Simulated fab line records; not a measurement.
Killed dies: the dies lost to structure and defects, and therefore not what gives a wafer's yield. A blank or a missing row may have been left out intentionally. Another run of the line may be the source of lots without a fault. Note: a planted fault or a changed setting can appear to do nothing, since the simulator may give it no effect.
Split-lot experiment -- flow n5_finfet -- 7 lots, 39 wafers read, on a route of 1938 steps

## THE SPLIT ITSELF
At N5_BEOL_M4_HM_DEP_02 (deposits TiN, target thk 20 nm), the setting target_thk_a was moved away from the recipe's 200 angstrom on 12 of the 39 wafers read, by -24.2% to +58.1%. All remaining wafers had this setting at the recipe value.

## FROM THE SPLIT TO THE READING: what the file shows between them, 18 steps
- N5_BEOL_M4_COAT_61: time 60 s, resist thk 60 nm
- N5_BEOL_M4_COAT_62: time 60 s, resist thk 12 nm
- N5_BEOL_M4_STRIP_75: strips in N2/H2
- N5_BEOL_M4_STRIP_66: strips in CF4
- N5_BEOL_M4_HM_OPEN_17: chemistry Cl2/BCl3, target TiN, target depth 20 nm, overetch 6 nm
- N5_BEOL_M4_STRIP_19: strips in O2
- N5_BEOL_M4_ETCH_69: etches SiARC in CF4, target depth 15.6 nm, time 26 s
- N5_BEOL_M4_ALD_98: deposits SiO2, target thk 2.5 nm, pulse time 1 s, co reactant pulse time 1 s
- N5_BEOL_M4_ETCHBACK_99: etches SiO2 in CHF3, target depth 5 nm, time 10.4 s
- N5_BEOL_M4_ETCH_70: etches SOC in N2/H2, target depth 80 nm, overetch 24 nm, time 130 s
- N5_BEOL_M4_STRIP_71: strips in N2/H2
- N5_BEOL_M4_STRIP_78: strips in N2/H2
- N5_BEOL_M4_VIA_ETCH_34: etches the open film in C4F6/O2, target depth 69.4 nm, time 65.9 s
- N5_BEOL_M4_STRIP_83: strips in C4F6/O2
- N5_BEOL_M4_STRIP_36: strips in N2/H2
- N5_BEOL_M4_TRENCH_ETCH_37: etches SiOC in C4F6/O2, target depth 55.555 nm, time 29.2 s
- N5_BEOL_M4_ETCH_41: etches SiCN in CH3F/O2, target depth 29.9 nm, time 52.5 s
- N5_BEOL_M4_STRIP_97: strips in N2/H2, time 10 s

## THE READING
trench_depth_nm, in nm, at N5_BEOL_M4_OCD_MEAS_38. A value of 55.6 nm with a standard deviation of 0.91 nm is what fault-free wafers of this fab line usually give.

wafer,"tool, chamber at the split","target_thk_a as run, angstrom",against the recipe,"trench_depth_nm, nm",against lot-mates on the recipe
L074.1,"pvd_sputter-01, -",200,recipe,57.6,-
L074.2,"pvd_sputter-01, -",288.5,+44.2%,21.1,-34.9
L074.3,"pvd_sputter-01, -",200,recipe,55.4,-
L074.4,"pvd_sputter-01, -",288.5,+44.2%,23.9,-32.1
L074.5,"pvd_sputter-01, -",288.5,+44.2%,20.1,-35.9
L074.6,"pvd_sputter-01, -",200,recipe,55.1,-
L078.1,"pvd_sputter-01, -",200,recipe,55.3,-
L078.2,"pvd_sputter-01, -",200,recipe,56.7,-
L078.3,"pvd_sputter-01, -",200,recipe,55.0,-
L078.4,"pvd_sputter-01, -",200,recipe,56.5,-
L078.5,"pvd_sputter-01, -",200,recipe,55.3,-
L078.6,"pvd_sputter-01, -",200,recipe,54.7,-
L087.1,"pvd_sputter-03, -",316.1,+58.1%,0.1,-56.0
L087.2,"pvd_sputter-03, -",200,recipe,55.7,-
L087.3,"pvd_sputter-03, -",200,recipe,56.7,-
L087.4,"pvd_sputter-03, -",200,recipe,56.0,-
L087.5,"pvd_sputter-03, -",316.1,+58.1%,0.4,-55.7
L087.6,"pvd_sputter-03, -",316.1,+58.1%,0,-56.1
L090.1,"pvd_sputter-03, -",200,recipe,57.3,-
L090.2,"pvd_sputter-03, -",200,recipe,56.9,-
L090.6,"pvd_sputter-03, -",200,recipe,56.7,-
L091.1,"pvd_sputter-02, -",200,recipe,55.6,-
L091.2,"pvd_sputter-02, -",200,recipe,54.5,-
L091.3,"pvd_sputter-02, -",151.7,-24.2%,54.5,-0.5
L091.4,"pvd_sputter-02, -",200,recipe,55.0,-
L091.5,"pvd_sputter-02, -",151.7,-24.2%,54.7,-0.3
L091.6,"pvd_sputter-02, -",151.7,-24.2%,55.5,+0.5
L093.1,"pvd_sputter-01, -",200,recipe,55.5,-
L093.2,"pvd_sputter-01, -",200,recipe,55.7,-
L093.3,"pvd_sputter-01, -",200,recipe,56.5,-
L093.4,"pvd_sputter-01, -",200,recipe,56.5,-
L093.5,"pvd_sputter-01, -",200,recipe,55.0,-
L093.6,"pvd_sputter-01, -",200,recipe,56.9,-
L095.1,"pvd_sputter-02, -",307.5,+53.8%,0.5,-55.2
L095.2,"pvd_sputter-02, -",200,recipe,56.2,-
L095.3,"pvd_sputter-02, -",200,recipe,55.3,-
L095.4,"pvd_sputter-02, -",307.5,+53.8%,0.2,-55.5
L095.5,"pvd_sputter-02, -",200,recipe,55.5,-
L095.6,"pvd_sputter-02, -",307.5,+53.8%,0.6,-55.1

FIT RESULTS
A straight line over all 39 wafers: trench_depth_nm changes by -0.834 nm for each +1% of target_thk_a; r = -0.95; the points scatter about the line by 6.5 nm.
The same after taking each lot's own level away (the mean of its wafers on the recipe; 39 wafers): -0.838 nm for each +1%; r = -0.96; scatter 6.3 nm.
The reading moves by 49 nm for the largest change in target_thk_a, on that fit.
Measured against the standard deviation above, the lots' own levels, which go from 55.03 to 56.97 nm, span 2.1 times it.
Hence the lot-to-lot level has little effect on the slope; both slopes agree.
Check: for one of the wafers moved furthest among these (+58.1%), held out of the fit, the line's prediction against its lot-mates is -50.7 nm. It came out at -56 nm against them.

## THE WHOLE CHAIN: every reading that the file lists as answering this split, in the file's order
step,what it does,reading,change (the file's fit),r (the file's)
N5_BEOL_M4_HM_DEP_02,"deposits TiN, target thk 20 nm","TiN_of_BEOL_M4_HM_DEP_02.thk_nm (the simulator's own value, which no gauge read)",+0.2 nm for each +1% of the setting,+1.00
N5_BEOL_M4_HM_OPEN_17,"chemistry Cl2/BCl3, target TiN, target depth 20 nm, overetch 6 nm","etch.depth_nm (the simulator's own value, which no gauge read)",+0.118 nm for each +1% of the setting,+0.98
N5_BEOL_M4_ETCHBACK_99,"etches SiO2 in CHF3, target depth 5 nm, time 10.4 s",oes_product_au,-0.00811 a.u. for each +1% of the setting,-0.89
N5_BEOL_M4_VIA_ETCH_34,"etches the open film in C4F6/O2, target depth 69.4 nm, time 65.9 s",oes_product_au,-0.00817 a.u. for each +1% of the setting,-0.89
N5_BEOL_M4_ETCH_41,"etches SiCN in CH3F/O2, target depth 29.9 nm, time 52.5 s",oes_product_au,-0.00809 a.u. for each +1% of the setting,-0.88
N5_BEOL_M4_OCD_MEAS_38,,trench_depth_nm,-0.879 nm for each +1% of the setting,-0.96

## THE FILE'S OWN FIT
trench_depth_nm changes by -0.879 nm for each +1% of target_thk_a, r = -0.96.
